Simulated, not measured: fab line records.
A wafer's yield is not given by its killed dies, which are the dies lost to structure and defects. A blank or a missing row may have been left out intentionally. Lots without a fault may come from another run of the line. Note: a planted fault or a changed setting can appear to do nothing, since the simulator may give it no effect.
One fault seen from 3 desks ; flow n5 finfet ; only its own numbers are on each desk; what lay behind them is given at the end

## AT THE TOOL OWNER'S DESK: rie diel-01
The tool's own readings at N5_BEOL_M12_TRENCH_ETCH_34 (etches SiOC in C4F8/O2/Ar, target depth 318.95 nm, time 125.5 s): means of the sampled wafers that have a number, for each lot that ran on this tool. The brackets show how far a lot's mean lies from the usual mean; more than 4 standard deviations puts the lot out of limits, marked OUT.
Columns: A = O2_flow_sccm at N5_BEOL_M12_TRENCH_ETCH_34, usual 8.001 sccm; B = drypump motor current A at N5_BEOL_M12_TRENCH_ETCH_34, usual 5.5 A; C = oes product au at N5_BEOL_M12_TRENCH_ETCH_34, usual 0.82 a.u.; D = rf vpp V at N5_BEOL_M12_TRENCH_ETCH_34, usual 666 V; E = showerhead plenum p Torr at N5_BEOL_M12_TRENCH_ETCH_34, usual 3.43 Torr; F = throttle valve pct at N5_BEOL_M12_TRENCH_ETCH_34, usual 24.07 %
lot;first seen here;A;B;C;D;E;F
L727;day 12 07:51;7.969;5.6;0.76;662;3.27;24.18
L738;day 14 21:22;7.995;5.6;0.86;667;3.44;23.98
L745;day 17 21:56;7.989;5.4;0.84;667;3.45;23.88
This desk's finding: nothing out of limits on any of the 3 lots.

## THE DEFECT DESK
Lot by lot, what the route's inspections counted, given as the mean of those sampled wafers with a number. The brackets show how far a lot's mean lies from the usual mean; more than 4 standard deviations puts the lot out of limits, marked OUT.
Columns: A = raw defect count at N5_BEOL_M11_INSPECT_58, usual 67
lot;first seen here;A
L722;day 10 17:04;63
L723;day 11 22:44;67
L727;day 12 05:46;45
L738;day 14 19:08;30
L739;day 15 18:20;40
L742;day 17 08:10;66
L741;day 17 15:08;51
L745;day 17 19:48;61
L743;day 18 03:02;71
This desk's finding: nothing out of limits on any of the 9 lots.

## FROM THE METROLOGY DESK
Lot by lot, what the gauges showed, no matter which tool ran the lot: averages of those sampled wafers that carry a number. The brackets show how far a lot's mean lies from the usual mean; more than 4 standard deviations puts the lot out of limits, marked OUT.
Columns: A = cd nm at N5_BEOL_M12_CD_MEAS_17, usual 140.3 nm; B = trench depth nm at N5_BEOL_M12_OCD_MEAS_35, usual 322 nm; C = M12_THK at N5_BEOL_M12_THK_MEAS_50, usual 328 nm; D = M12_RS at N5_BEOL_M12_RS_MEAS_54, usual 0.0595 ohm/sq
lot;first seen here;A;B;C;D
L722;day 10 18:14;139.9;329;327;0.0583
L723;day 11 23:50;139.9;327;338;0.0582
L727;day 12 06:57;141.2;312;323;0.0613
L738;day 14 20:28;141.1;314;318;0.0608
L739;day 15 19:23;140.7;319;326;0.0598
L742;day 17 09:14;140.2;325;333;0.0591
L741;day 17 16:14;140.6;325;335;0.0589
L745;day 17 21:02;139.5;320;331;0.0597
L743;day 18 04:32;140.9;325;333;0.0589
This desk's finding: nothing out of limits on any of the 9 lots.

## ALL TOGETHER
Nothing out of limits was seen by the tool owner's desk.
The defect desk saw nothing out of limits.
Nothing out of limits was seen by the metrology desk.

## WHAT HAD BEEN PUT IN BY THE SIMULATOR
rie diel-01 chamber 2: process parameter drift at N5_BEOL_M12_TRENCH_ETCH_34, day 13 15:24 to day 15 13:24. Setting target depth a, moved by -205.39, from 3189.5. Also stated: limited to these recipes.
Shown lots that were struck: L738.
